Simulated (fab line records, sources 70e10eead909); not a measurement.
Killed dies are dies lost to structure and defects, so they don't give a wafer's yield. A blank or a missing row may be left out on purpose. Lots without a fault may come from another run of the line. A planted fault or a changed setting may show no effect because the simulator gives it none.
Which tool did it? | flow nand_harc | 12 lots, 36 wafers sampled, at 2 steps of a route of 1302

WHAT THE GAUGES READ, wafer by wafer
NHARC_A_CONTACT_CD_MEAS_80.
lot  | measured     | on        | cd_nm (nm)
L075 | day 22 16:44 | cd_sem-01 | 289.4 289.2 288.5
L076 | day 23 07:18 | cd_sem-01 | 289.4 289.2 289.6
L081 | day 24 12:06 | cd_sem-01 | 290.1 290.2 289.6
L080 | day 24 19:31 | cd_sem-01 | 289.4 289.0 289.3
L082 | day 25 19:51 | cd_sem-02 | 289.3 289.1 289.0
L084 | day 26 05:27 | cd_sem-02 | 290.9 290.1 290.5
L088 | day 28 04:01 | cd_sem-01 | 290.3 290.8 290.1
L087 | day 28 10:10 | cd_sem-03 | 288.0 287.9 288.1
L091 | day 29 08:27 | cd_sem-03 | 291.2 290.7 290.8
L092 | day 30 01:29 | cd_sem-03 | 290.6 290.1 290.3
L095 | day 30 15:58 | cd_sem-01 | 289.0 288.8 289.0
L097 | day 32 06:46 | cd_sem-02 | 290.4 290.4 290.6

WHICH TOOL RAN EACH LOT (tool, then ch and the chambers of the sampled wafers, then the start)
lot  | NHARC_A_CONTACT_ETCH_133
L075 | har_cap_etch-02 ch 0,1, day 22 15:44
L076 | har_cap_etch-01 ch 0,1, day 23 06:04
L081 | har_cap_etch-02 ch 0,1, day 24 11:08
L080 | har_cap_etch-02 ch 0,1, day 24 18:39
L082 | har_cap_etch-03 ch 0,1, day 25 18:51
L084 | har_cap_etch-03 ch 0,1, day 26 04:35
L088 | har_cap_etch-03 ch 0,1, day 28 03:01
L087 | har_cap_etch-02 ch 0,1, day 28 08:55
L091 | har_cap_etch-01 ch 0,1, day 29 07:26
L092 | har_cap_etch-02 ch 0,1, day 30 00:37
L095 | har_cap_etch-03 ch 0,1, day 30 14:58
L097 | har_cap_etch-02 ch 0,1, day 32 02:52
- NHARC_A_CONTACT_ETCH_133: etches the open film in C4F8/O2/Ar, time 374 s, target depth 1610 nm.

THE ANSWER, worked out from the rows above alone
Rule: what is usual is taken from the lots themselves. Put in order of their means at a reading, lots are off if they are a third of the lots or fewer, leave a main group of 4 or more, and stand apart from it by a gap of 3 or more times the standard deviation of the main group's means; of several such gaps the widest counts. A main group whose means are all the same, to the digits that the tables above print for the reading, isn't used. A lot without any number at a reading at which 4 lots or more have one is off too. The other lots that the step has rows for count as sound.
No lot is off at any reading shown: from this, nothing can be told.

WHAT THE SIMULATOR HAD PUT IN
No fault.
